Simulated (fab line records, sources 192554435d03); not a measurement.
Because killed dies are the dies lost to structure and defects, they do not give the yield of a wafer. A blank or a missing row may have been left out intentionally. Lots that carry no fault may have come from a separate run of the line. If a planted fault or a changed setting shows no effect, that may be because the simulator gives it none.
Which tool is to blame? | flow n5Finfet | 13 lots, 38 wafers sampled, at 4 steps of a route of 1938

== WHAT THE GAUGES SHOWED, per wafer ==
N5_BEOL_M15_OVL_MEAS_11. Usual: V14_OVL -5 nm, standard deviation 5.7.
lot  | measured     | on         | V14_OVL (nm) | flag
L201 | day 12 01:54 | overlay-01 | 4 4 7        | 
L199 | day 12 05:35 | overlay-01 | -6 -4        | 
L205 | day 13 09:02 | overlay-02 | 3 0 -1       | 
L206 | day 13 14:47 | overlay-01 | -5 -7 -8     | 
L208 | day 14 00:50 | overlay-02 | 7 2 7        | 
L209 | day 14 08:24 | overlay-02 | -4 -5 -3     | 
L210 | day 14 12:23 | overlay-01 | -2 -7 -6     | 
L213 | day 15 14:12 | overlay-01 | -2 -1 6      | 
L216 | day 15 18:10 | overlay-01 | 1 -1 0       | 
L218 | day 15 21:53 | overlay-02 | 0 -9 9       | 
L220 | day 16 23:39 | overlay-01 | 0 -9 -4      | 
L221 | day 17 01:56 | overlay-02 | -3 -6 -11    | 
L222 | day 17 05:55 | overlay-01 | -16 -9 -5    | 

N5_BEOL_M15_INSPECT_12: inspects for defects (macro). Usual: 1.9 for rawDefectCount, sd 1.3.
lot  | measured     | on               | rawDefectCount | flag
L201 | day 12 01:56 | defectInspect-01 | 1 2 1          | 
L199 | day 12 05:37 | defectInspect-01 | 2 2            | 
L205 | day 13 09:04 | defectInspect-02 | 0 1 2          | 
L206 | day 13 14:49 | defectInspect-01 | 1 2 1          | 
L208 | day 14 00:52 | defectInspect-01 | 1 3 3          | 
L209 | day 14 08:26 | defectInspect-02 | 2 2 3          | 
L210 | day 14 12:24 | defectInspect-02 | 3 2 1          | 
L213 | day 15 14:13 | defectInspect-02 | 1 0 2          | 
L216 | day 15 18:11 | defectInspect-02 | 5 5 4          | 
L218 | day 15 21:54 | defectInspect-02 | 0 2 1          | 
L220 | day 16 23:41 | defectInspect-01 | 5 2 4          | 
L221 | day 17 01:58 | defectInspect-02 | 2 2 2          | 
L222 | day 17 05:57 | defectInspect-01 | 4 2 3          | 

N5_BEOL_M15_OVL_MEAS_29. Usual: M15_OVL 5 nm, standard deviation 5.8.
lot  | measured     | on         | M15_OVL (nm) | flag
L201 | day 12 03:25 | overlay-01 | -3 1 9       | 
L199 | day 12 07:14 | overlay-02 | 4 7          | 
L205 | day 13 10:47 | overlay-01 | 18 9 8       | 
L206 | day 13 16:30 | overlay-02 | 12 3 6       | 
L208 | day 14 02:44 | overlay-02 | 5 5 5        | 
L209 | day 14 09:59 | overlay-02 | 0 -1 -3      | 
L210 | day 14 14:12 | overlay-01 | 1 -6 3       | 
L213 | day 15 15:50 | overlay-01 | 2 16 15      | 
L216 | day 15 19:47 | overlay-02 | 4 4 4        | 
L218 | day 15 23:28 | overlay-02 | -4 9 -1      | 
L220 | day 17 01:18 | overlay-02 | 10 11 4      | 
L221 | day 17 03:41 | overlay-01 | -1 12 5      | 
L222 | day 17 07:28 | overlay-01 | 13 11 3      | 

== EACH LOT AND THE TOOL THAT RAN IT (in order: tool; ch and the chambers of the sampled wafers; start) ==
lot  | N5_BEOL_M15_COAT_60
L201 | lithoTrack-05 ch 0, day 12 03:07
L199 | lithoTrack-04 ch 0, day 12 06:49
L205 | lithoTrack-03 ch 0, day 13 10:22
L206 | lithoTrack-04 ch 0, day 13 16:04
L208 | lithoTrack-03 ch 0, day 14 02:19
L209 | lithoTrack-05 ch 0, day 14 09:34
L210 | lithoTrack-04 ch 0, day 14 13:46
L213 | lithoTrack-05 ch 0, day 15 15:25
L216 | lithoTrack-03 ch 0, day 15 19:22
L218 | lithoTrack-05 ch 0, day 15 23:10
L220 | lithoTrack-04 ch 0, day 17 01:00
L221 | lithoTrack-03 ch 0, day 17 03:23
L222 | lithoTrack-04 ch 0, day 17 07:10
- N5_BEOL_M15_COAT_60: time 60 s, resist thk 89 nm.

== WHAT THE TOOLS THEMSELVES READ (means of the sampled wafers that have a number; where no wafer has one, the mark that the record gives instead) ==
N5_BEOL_M15_COAT_60. Usual: 1500.1 rpm for spinSpeedRpm, sd 1.
lot  | tool          | spinSpeedRpm (rpm) | flag
L201 | lithoTrack-05 | 1499.9             | 
L199 | lithoTrack-04 | 1499.7             | 
L205 | lithoTrack-03 | 1499.7             | 
L206 | lithoTrack-04 | 1498.9             | 
L208 | lithoTrack-03 | 1499.1             | 
L209 | lithoTrack-05 | 1499.3             | 
L210 | lithoTrack-04 | 1500.5             | 
L213 | lithoTrack-05 | 1559.8             | OFF
L216 | lithoTrack-03 | 1500.9             | 
L218 | lithoTrack-05 | 1560.7             | OFF
L220 | lithoTrack-04 | 1500.9             | 
L221 | lithoTrack-03 | 1500.6             | 
L222 | lithoTrack-04 | 1499.0             | 

== THE ANSWER, worked out from the rows above alone ==
Rule: a lot counts as off when the mean over its wafers that have a number is more than 3 standard deviations away from the usual mean. Also off: a lot with no number at a reading for which 4 or more lots have one. The other lots that the step has rows for count as sound. After the gauges, taken in route order, come the tools' own readings; for these a lot's mean is taken, as printed above. At the first step where some lot is off, the reading lying furthest off is the one used; lots without a number count as furthest.
Off: L213, L218, at N5_BEOL_M15_COAT_60 (spinSpeedRpm).
If a tool, at that step or one of the process steps before it, ran each lot that is off and ran no sound lot following the first of them, it fits. One fits: N5_BEOL_M15_COAT_60 on lithoTrack-05. A fault onset in the window from L209 (day 14 09:34, its last sound lot) to L213 (day 15 15:25, its first lot off) fits.
The tool's own readings at N5_BEOL_M15_COAT_60 bear it out: on the lots that are off they differ by more than 5 times the standard deviation of the sound lots' means. spinSpeedRpm reads 1560.2 rpm there against 1499.9 rpm on the sound lots.

== WHAT THE SIMULATOR HAD INSERTED ==
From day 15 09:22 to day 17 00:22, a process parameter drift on lithoTrack-05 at N5_BEOL_M15_COAT_60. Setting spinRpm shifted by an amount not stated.
Shown lots that were struck: L213, L218. The rule given above showed the same thing.
